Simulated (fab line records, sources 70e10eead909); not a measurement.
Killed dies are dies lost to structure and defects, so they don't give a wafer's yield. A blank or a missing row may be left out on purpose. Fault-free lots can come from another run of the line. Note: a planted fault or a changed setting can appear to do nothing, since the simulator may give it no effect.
What tool caused it?	flow nandHarc	Sampling: 24 lots, 72 wafers, 6 of 1302 route steps

## WHAT THE GAUGES SHOWED, per wafer
The record holds no reading of a measuring or inspecting step that can be judged against a usual standard deviation.

## TOOL THAT RAN EACH LOT (tool first, then ch and the chambers of the sampled wafers, then the start)
lot	NHARC_A_STAIRCASE_DESCUM_291	NHARC_A_STAIRCASE_ETCH_452	NHARC_A_STAIRCASE_ETCH_294	NHARC_A_STAIRCASE_STRIP_295	NHARC_A_STAIRCASE_DEP_301	NHARC_A_STAIRCASE_ETCHBACK_416
L074	rieDiel-05 ch 0,3, day 16 04:02	rieDiel-05 ch 0,1, day 16 09:17 or earlier	rieDiel-05 ch 0,1,2, day 16 09:17 or earlier	rieDiel-05 ch 0,1, day 16 09:17 or earlier	pecvd-02 ch 0,2, day 16 09:17	rieDiel-05 ch 0,1,2, no start
L075	rieDiel-08 ch 0,1,3, day 16 23:50	rieDiel-08 ch 0,1,2, day 17 03:55 or earlier	rieDiel-08 ch 0,2,3, day 17 03:55 or earlier	rieDiel-08 ch 0,1, day 17 03:55 or earlier	pecvd-03 ch 0,1,2, day 17 03:55	rieDiel-05 ch 1,2,3, no start
L076	rieDiel-08 ch 1,3, day 17 20:16	rieDiel-08 ch 0,1,2, day 18 02:47 or earlier	rieDiel-08 ch 0,1, day 18 02:47 or earlier	rieDiel-08 ch 2,3, day 18 02:47 or earlier	pecvd-03 ch 0,1,2, day 18 02:47	rieDiel-08 ch 0,1, no start
L077	rieDiel-09 ch 0,1,3, day 18 05:07	rieDiel-09 ch 1,2,3, day 18 09:27 or earlier	rieDiel-09 ch 1,2, day 18 09:27 or earlier	rieDiel-09 ch 0,1,2, day 18 09:27 or earlier	pecvd-01 ch 0,2, day 18 09:27	rieDiel-08 ch 0,1,2, no start
L078	rieDiel-09 ch 1,2,3, day 18 07:05	rieDiel-09 ch 0,2,3, day 18 11:15 or earlier	rieDiel-09 ch 0,1,2, day 18 11:15 or earlier	rieDiel-09 ch 0,2,3, day 18 11:15 or earlier	pecvd-03 ch 1,2, day 18 11:15	rieDiel-08 ch 0,1,3, no start
L079	rieDiel-05 ch 0,3, day 18 19:40	rieDiel-05 ch 0,3, day 19 00:26 or earlier	rieDiel-05 ch 0,3, day 19 00:26 or earlier	rieDiel-05 ch 0,3, day 19 00:26 or earlier	pecvd-02 ch 0,1,2, day 19 00:26	rieDiel-09 ch 0,1,2, no start
L080	rieDiel-08 ch 0,1, day 19 09:19	rieDiel-08 ch 2,3, day 19 14:31 or earlier	rieDiel-08 ch 0,1,2, day 19 14:31 or earlier	rieDiel-08 ch 0,1,2, day 19 14:31 or earlier	pecvd-01 ch 0,2, day 19 14:31	rieDiel-05 ch 1,2,3, no start
L081	rieDiel-09 ch 0,2,3, day 19 13:05	rieDiel-09 ch 0,2,3, day 19 17:16 or earlier	rieDiel-09 ch 0,1,2, day 19 17:16 or earlier	rieDiel-09 ch 1,2,3, day 19 17:16 or earlier	pecvd-03 ch 0,1,2, day 19 17:16	rieDiel-05 ch 1,2,3, no start
L082	rieDiel-08 ch 0,2,3, day 20 07:18	rieDiel-08 ch 0,1,2, day 20 11:25 or earlier	rieDiel-08 ch 0,2,3, day 20 11:25 or earlier	rieDiel-08 ch 1,2,3, day 20 11:25 or earlier	pecvd-03 ch 0,1,2, day 20 11:25	rieDiel-05 ch 1,2, no start
L083	rieDiel-05 ch 1,2, day 20 14:17	rieDiel-05 ch 1,2, day 20 18:43 or earlier	rieDiel-05 ch 1,3, day 20 18:43 or earlier	rieDiel-05 ch 1,2, day 20 18:43 or earlier	pecvd-01 ch 0,1,2, day 20 18:43	rieDiel-05 ch 0,2,3, no start
L085	rieDiel-09 ch 0,1,2, day 21 08:25	rieDiel-09 ch 1,2, day 21 15:07 or earlier	rieDiel-09 ch 1,3, day 21 15:07 or earlier	rieDiel-09 ch 1,2,3, day 21 15:07 or earlier	pecvd-02 ch 0,1, day 21 15:07	rieDiel-05 ch 1,2,3, no start
L084	rieDiel-08 ch 0,2, day 21 13:20	rieDiel-08 ch 2,3, day 21 19:44 or earlier	rieDiel-08 ch 0,3, day 21 19:44 or earlier	rieDiel-08 ch 0,3, day 21 19:44 or earlier	pecvd-03 ch 0,1,2, day 21 19:44	rieDiel-05 ch 0,2,3, no start
L086	rieDiel-09 ch 1,2,3, day 21 14:15	rieDiel-09 ch 0,1,3, day 21 18:23 or earlier	rieDiel-09 ch 0,1,3, day 21 18:23 or earlier	rieDiel-09 ch 0,3, day 21 18:23 or earlier	pecvd-03 ch 0,1, day 21 18:23	rieDiel-05 ch 0,3, no start
L087	rieDiel-08 ch 0,1,2, day 22 11:46	rieDiel-08 ch 0,1,2, day 22 16:06 or earlier	rieDiel-08 ch 0,1,3, day 22 16:06 or earlier	rieDiel-08 ch 0,1,2, day 22 16:06 or earlier	pecvd-03 ch 0,1,2, day 22 16:06	rieDiel-08 ch 0,2,3, no start
L088	rieDiel-09 ch 1,2,3, day 22 14:14	rieDiel-09 ch 0,1,2, day 22 19:51 or earlier	rieDiel-09 ch 2,3, day 22 19:51 or earlier	rieDiel-09 ch 0,3, day 22 19:51 or earlier	pecvd-01 ch 1,2, day 22 19:51	rieDiel-05 ch 1,2,3, no start
L089	rieDiel-05 ch 1,2, day 22 22:56	rieDiel-05 ch 0,3, day 23 04:50 or earlier	rieDiel-05 ch 1,2, day 23 04:50 or earlier	rieDiel-05 ch 2,3, day 23 04:50 or earlier	pecvd-03 ch 0,1,2, day 23 04:50	rieDiel-09 ch 1,3, no start
L090	rieDiel-08 ch 1,2, day 23 00:57	rieDiel-08 ch 0,1, day 23 06:40 or earlier	rieDiel-08 ch 1,3, day 23 06:40 or earlier	rieDiel-08 ch 1,2,3, day 23 06:40 or earlier	pecvd-01 ch 0,1,2, day 23 06:40	rieDiel-05 ch 2,3, no start
L092	rieDiel-09 ch 0,1,2, day 23 20:37	rieDiel-09 ch 0,3, day 24 00:51 or earlier	rieDiel-09 ch 0,1,2, day 24 00:51 or earlier	rieDiel-09 ch 1,2, day 24 00:51 or earlier	pecvd-02 ch 0,1,2, day 24 00:51	rieDiel-05 ch 0,2,3, no start
L091	rieDiel-05 ch 0,2,3, day 23 22:25	rieDiel-05 ch 0,3, day 24 08:55 or earlier	rieDiel-05 ch 0,1,3, day 24 08:55 or earlier	rieDiel-05 ch 0,1, day 24 08:55 or earlier	pecvd-02 ch 0,1,2, day 24 08:55	rieDiel-05 ch 0,1,2, no start
L093	rieDiel-09 ch 1,2,3, day 24 20:40	rieDiel-09 ch 1,2,3, day 25 04:30 or earlier	rieDiel-09 ch 0,1, day 25 04:30 or earlier	rieDiel-09 ch 0,1, day 25 04:30 or earlier	pecvd-01 ch 0,1,2, day 25 04:30	rieDiel-09 ch 1,2,3, no start
L094	rieDiel-05 ch 0,3, day 25 07:25	rieDiel-08 ch 0,1,2, day 25 07:56	rieDiel-09 ch 1,2, day 25 08:01	rieDiel-09 ch 0,2,3, day 25 11:32 or earlier	pecvd-01 ch 0,1, day 25 11:32	rieDiel-09 ch 1,3, no start
L095	rieDiel-08 ch 2,3, day 25 14:49	rieDiel-08 ch 0,1,3, day 25 22:22 or earlier	rieDiel-08 ch 1,2,3, day 25 22:22 or earlier	rieDiel-08 ch 2,3, day 25 22:22 or earlier	pecvd-03 ch 0,1,2, day 25 22:22	rieDiel-09 ch 1,2,3, no start
L096	rieDiel-08 ch 1,2, day 26 00:35	rieDiel-08 ch 0,1,2, day 26 04:47 or earlier	rieDiel-08 ch 0,1,3, day 26 04:47 or earlier	rieDiel-08 ch 0,1,2, day 26 04:47 or earlier	pecvd-03 ch 0,2, day 26 04:47	rieDiel-08 ch 0,2, no start
L097	rieDiel-09 ch 0,2, day 27 09:01	rieDiel-09 ch 0,2, day 27 13:15 or earlier	rieDiel-09 ch 0,1,2, day 27 13:15 or earlier	rieDiel-09 ch 1,2, day 27 13:15 or earlier	pecvd-03 ch 1,2, day 27 13:15	rieDiel-08 ch 0,1,3, no start
- NHARC_A_STAIRCASE_DESCUM_291: chemistry O2, time 3 s.
- NHARC_A_STAIRCASE_ETCH_452: etches the open film in CF4/O2, target depth 30 nm, overetch 3 nm, time 16.5 s.
- NHARC_A_STAIRCASE_ETCH_294: etches the open film in C4F8/O2/Ar, target depth 4989 nm, time 1211.6 s.
- NHARC_A_STAIRCASE_STRIP_295: strips in O2.
- NHARC_A_STAIRCASE_DEP_301: deposits SiON, target thk 30 nm.
- NHARC_A_STAIRCASE_ETCHBACK_416: etches the open film in C4F8/O2/Ar, target depth 36 nm, time 7.2 s.

## WHAT THE TOOLS THEMSELVES READ (means of the sampled wafers that have a number; where no wafer has one, the mark that the record gives instead)
NHARC_A_STAIRCASE_DESCUM_291.
lot	tool	drypumpMotorCurrentA (A)	oesProductAu (a.u.)	rfVppV (V)	showerheadPlenumPTorr (Torr)	throttleValvePct (%)
L074	rieDiel-05	6.02	1.015	57.5	1.84	11.302
L075	rieDiel-08	6.20	0.995	57.8	1.94	11.305
L076	rieDiel-08	6.06	1.009	58.3	1.98	11.315
L077	rieDiel-09	5.99	1.003	58.8	1.94	11.310
L078	rieDiel-09	5.93	0.998	57.5	1.95	11.310
L079	rieDiel-05	5.99	1.014	58.1	1.94	11.312
L080	rieDiel-08	6.09	1.007	57.9	2.01	11.313
L081	rieDiel-09	6.22	0.998	58.0	1.87	11.309
L082	rieDiel-08	6.33	0.996	58.3	1.94	11.315
L083	rieDiel-05	6.09	0.987	58.3	1.83	11.311
L085	rieDiel-09	6.08	0.994	58.1	1.88	11.314
L084	rieDiel-08	6.36	0.990	58.9	2.01	11.309
L086	rieDiel-09	5.93	0.989	59.2	1.94	11.313
L087	rieDiel-08	6.20	0.993	58.0	2.01	11.315
L088	rieDiel-09	5.94	1.004	58.5	1.94	11.309
L089	rieDiel-05	6.11	0.995	57.6	1.83	11.310
L090	rieDiel-08	6.05	1.004	58.1	2.05	11.315
L092	rieDiel-09	6.07	1.000	58.1	1.88	11.312
L091	rieDiel-05	6.12	1.006	56.6	1.91	11.318
L093	rieDiel-09	5.93	0.999	58.4	1.93	11.310
L094	rieDiel-05	6.20	0.994	57.9	1.99	11.310
L095	rieDiel-08	6.30	1.005	57.8	1.97	11.316
L096	rieDiel-08	6.18	1.008	58.9	2.04	11.303
L097	rieDiel-09	6.30	1.003	56.9	1.80	11.305

NHARC_A_STAIRCASE_ETCH_452.
lot	tool	drypumpMotorCurrentA (A)	oes_ar_750_au (a.u.)	oesProductAu (a.u.)	rfVppV (V)	showerheadPlenumPTorr (Torr)	throttleValvePct (%)
L074	rieDiel-05	5.99	1.008	0.999	197.3	1.30	13.388
L075	rieDiel-08	6.23	1.001	1.002	199.6	1.41	13.397
L076	rieDiel-08	6.23	0.998	0.996	198.8	1.41	13.390
L077	rieDiel-09	5.94	0.999	1.004	197.9	1.36	13.401
L078	rieDiel-09	6.23	1.002	0.997	196.4	1.31	13.402
L079	rieDiel-05	6.20	1.004	1.003	198.8	1.40	13.403
L080	rieDiel-08	6.29	0.997	0.992	198.0	1.33	13.392
L081	rieDiel-09	6.21	1.002	1.001	197.5	1.30	13.402
L082	rieDiel-08	6.21	0.999	0.999	199.7	1.40	13.406
L083	rieDiel-05	6.10	1.000	0.994	196.8	1.28	13.388
L085	rieDiel-09	5.77	1.000	0.995	198.1	1.36	13.395
L084	rieDiel-08	6.29	1.002	0.991	199.0	1.39	13.393
L086	rieDiel-09	5.98	0.998	1.002	197.4	1.35	13.399
L087	rieDiel-08	6.20	0.998	1.003	199.2	1.40	13.401
L088	rieDiel-09	6.08	1.003	0.996	196.7	1.31	13.397
L089	rieDiel-05	6.20	1.003	0.997	198.4	1.39	13.399
L090	rieDiel-08	6.24	0.998	1.001	198.4	1.37	13.398
L092	rieDiel-09	6.14	1.000	0.997	198.0	1.34	13.391
L091	rieDiel-05	6.01	0.997	1.003	198.2	1.34	13.390
L093	rieDiel-09	5.94	0.999	1.005	197.6	1.35	13.405
L094	rieDiel-08	6.20	0.999	1.009	199.3	1.39	13.395
L095	rieDiel-08	6.21	0.998	1.008	197.3	1.34	13.389
L096	rieDiel-08	6.23	0.999	1.006	199.2	1.39	13.392
L097	rieDiel-09	6.31	0.993	1.004	195.6	1.26	13.398

NHARC_A_STAIRCASE_ETCH_294.
lot	tool	oesProductAu (a.u.)	rfVppV (V)
L074	rieDiel-05	0.936	1819
L075	rieDiel-08	0.947	1832
L076	rieDiel-08	0.939	1839
L077	rieDiel-09	0.927	1823
L078	rieDiel-09	0.928	1824
L079	rieDiel-05	0.944	1831
L080	rieDiel-08	0.935	1840
L081	rieDiel-09	0.946	1823
L082	rieDiel-08	0.927	1830
L083	rieDiel-05	0.920	1837
L085	rieDiel-09	0.938	1839
L084	rieDiel-08	0.919	1824
L086	rieDiel-09	0.930	1830
L087	rieDiel-08	0.938	1829
L088	rieDiel-09	0.947	1828
L089	rieDiel-05	0.937	1816
L090	rieDiel-08	0.930	1824
L092	rieDiel-09	0.940	1821
L091	rieDiel-05	0.932	1828
L093	rieDiel-09	0.932	1820
L094	rieDiel-09	0.927	1821
L095	rieDiel-08	0.934	1835
L096	rieDiel-08	0.937	1828
L097	rieDiel-09	0.931	1821

NHARC_A_STAIRCASE_STRIP_295.
lot	tool	drypumpMotorCurrentA (A)	oesProductAu (a.u.)	rfVppV (V)	showerheadPlenumPTorr (Torr)	throttleValvePct (%)
L074	rieDiel-05	6.01	0.996	57.9	3.46	17.031
L075	rieDiel-08	6.29	0.997	58.3	3.63	17.036
L076	rieDiel-08	6.31	0.994	58.0	3.53	17.036
L077	rieDiel-09	6.08	0.999	57.4	3.48	17.033
L078	rieDiel-09	6.25	1.002	58.1	3.46	17.033
L079	rieDiel-05	6.02	1.008	57.3	3.57	17.041
L080	rieDiel-08	6.24	0.994	57.7	3.70	17.038
L081	rieDiel-09	5.96	0.993	57.9	3.58	17.038
L082	rieDiel-08	6.19	0.993	57.5	3.64	17.036
L083	rieDiel-05	6.10	0.996	57.9	3.39	17.035
L085	rieDiel-09	5.96	0.988	57.7	3.57	17.036
L084	rieDiel-08	6.33	1.000	56.9	3.44	17.033
L086	rieDiel-09	6.13	0.991	57.1	3.54	17.039
L087	rieDiel-08	6.23	1.000	58.7	3.69	17.037
L088	rieDiel-09	6.12	0.997	57.7	3.54	17.038
L089	rieDiel-05	6.31	0.991	58.9	3.64	17.041
L090	rieDiel-08	6.19	1.002	58.4	3.63	17.038
L092	rieDiel-09	6.05	1.008	56.7	3.46	17.036
L091	rieDiel-05	5.99	1.000	57.9	3.42	17.037
L093	rieDiel-09	6.13	0.998	57.1	3.45	17.041
L094	rieDiel-09	6.24	0.992	57.7	3.43	17.041
L095	rieDiel-08	6.30	0.996	57.9	3.64	17.035
L096	rieDiel-08	6.22	1.002	57.7	3.67	17.047
L097	rieDiel-09	6.06	0.994	56.8	3.45	17.039

NHARC_A_STAIRCASE_DEP_301.
lot	tool	heaterPowerW (W)
L074	pecvd-02	770
L075	pecvd-03	798
L076	pecvd-03	710
L077	pecvd-01	792
L078	pecvd-03	808
L079	pecvd-02	730
L080	pecvd-01	691
L081	pecvd-03	736
L082	pecvd-03	738
L083	pecvd-01	773
L085	pecvd-02	639
L084	pecvd-03	730
L086	pecvd-03	731
L087	pecvd-03	712
L088	pecvd-01	787
L089	pecvd-03	748
L090	pecvd-01	775
L092	pecvd-02	740
L091	pecvd-02	728
L093	pecvd-01	777
L094	pecvd-01	743
L095	pecvd-03	784
L096	pecvd-03	735
L097	pecvd-03	773

NHARC_A_STAIRCASE_ETCHBACK_416.
lot	tool	oesProductAu (a.u.)	rfVppV (V)
L074	rieDiel-05	0.930	720
L075	rieDiel-05	0.929	718
L076	rieDiel-08	0.926	727
L077	rieDiel-08	0.927	728
L078	rieDiel-08	0.928	724
L079	rieDiel-09	0.924	722
L080	rieDiel-05	0.924	723
L081	rieDiel-05	0.920	722
L082	rieDiel-05	0.924	720
L083	rieDiel-05	0.925	724
L085	rieDiel-05	0.917	722
L084	rieDiel-05	0.917	723
L086	rieDiel-05	0.930	728
L087	rieDiel-08	0.922	724
L088	rieDiel-05	0.914	723
L089	rieDiel-09	0.928	727
L090	rieDiel-05	0.927	726
L092	rieDiel-05	0.928	723
L091	rieDiel-05	0.922	719
L093	rieDiel-09	0.927	723
L094	rieDiel-09	0.925	727
L095	rieDiel-09	0.927	724
L096	rieDiel-08	0.932	725
L097	rieDiel-08	0.937	724

## THE ANSWER, worked out from the rows above alone
Rule: usual is defined by the lots themselves. Put in order of their means at a reading, lots are off if they are a third of the lots or fewer, leave a main group of 4 or more, and stand apart from it by a gap of 3 or more times the standard deviation of the main group's means; of several such gaps the widest counts. A main group whose means are all the same, to the digits that the tables above print for the reading, isn't used. Also off: a lot with no number at a reading for which 4 or more lots have one. All remaining lots with rows at the step are treated as sound. First the gauges in route order, then the tools' own readings, where a lot's mean is used as printed above. At the first step where some lot is off, the reading lying furthest off is the one used; lots without a number count as furthest.
No lot is off on any of the readings shown, so nothing can be concluded from this.

## WHAT HAD BEEN PUT IN BY THE SIMULATOR
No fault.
